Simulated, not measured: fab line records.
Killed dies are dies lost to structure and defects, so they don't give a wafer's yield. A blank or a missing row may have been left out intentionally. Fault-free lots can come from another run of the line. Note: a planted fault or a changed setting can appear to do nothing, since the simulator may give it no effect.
Chamber matching    flow n5Finfet    N5_BEOL_M10_ILD_DEP_00 on pecvd-04: 3 sister chambers
The step deposits SiCOH lowk from DEMS/porogen, target thk 308.51 nm, time 58 s. 14 wafers are shown with their chamber, then 7 later ones without.

## WAFERS PAIRED WITH THEIR CHAMBERS
wafer   chamber  throttleValvePct (%)  heaterPowerW (W)  showerheadPlenumPTorr (Torr)
L074.1  0        12.8                  238               5.766
L074.4  0        13.0                  252               5.769
L074.6  0        12.8                  258               5.745
L077.1  2        12.9                  180               5.714
L077.4  0        13.1                  239               5.758
L077.5  2        12.8                  191               5.703
L083.2  1        15.8                  326               5.747
L083.4  2        13.0                  213               5.719
L083.5  2        13.2                  217               5.705
L084.2  2        13.0                  217               5.695
L084.4  1        15.9                  395               5.752
L084.5  2        13.0                  216               5.703
L092.1  1        15.7                  327               5.747
L092.4  1        15.5                  338               5.760

SIGNATURES, as means of the wafers listed above
reading                chamber 0  chamber 1  chamber 2  scatter within a chamber
throttleValvePct       12.925     15.725     12.983     0.149
heaterPowerW           246.75     346.50     205.67     20.9
showerheadPlenumPTorr  5.75950    5.75150    5.70650    0.00868
Rule: for each reading, subtract the chamber's mean from the wafer's reading, divide by that reading's scatter and square the result; add these up over the readings and take the root, which gives the wafer's distance from the chamber. If the next closest chamber is less than 2 further off than the closest, the wafer can't be placed; otherwise it belongs to the closest. The scatter: take each reading less its chamber's mean, square it, sum over the shown wafers, divide by the number of wafers less the number of chambers, and take the root.

## WAFERS MISSING THEIR CHAMBER
wafer   throttleValvePct (%)  heaterPowerW (W)  showerheadPlenumPTorr (Torr)
L092.5  13.2                  321               5.765
L096.1  13.2                  190               5.692
L096.3  13.3                  306               5.744
L096.4  13.6                  200               5.701
L097.2  16.0                  389               5.755
L097.4  13.0                  214               5.699
L097.6  16.0                  300               5.755

## WHICH CHAMBER EACH WENT THROUGH
wafer   from the rows above  in truth
L092.5  0                    0
L096.1  2                    2
L096.3  0                    0
L096.4  2                    2
L097.2  1                    1
L097.4  2                    2
L097.6  1                    1
Correctly placed: 7 of 7. Left unplaced by these rows: 0. Placed wrongly: 0.
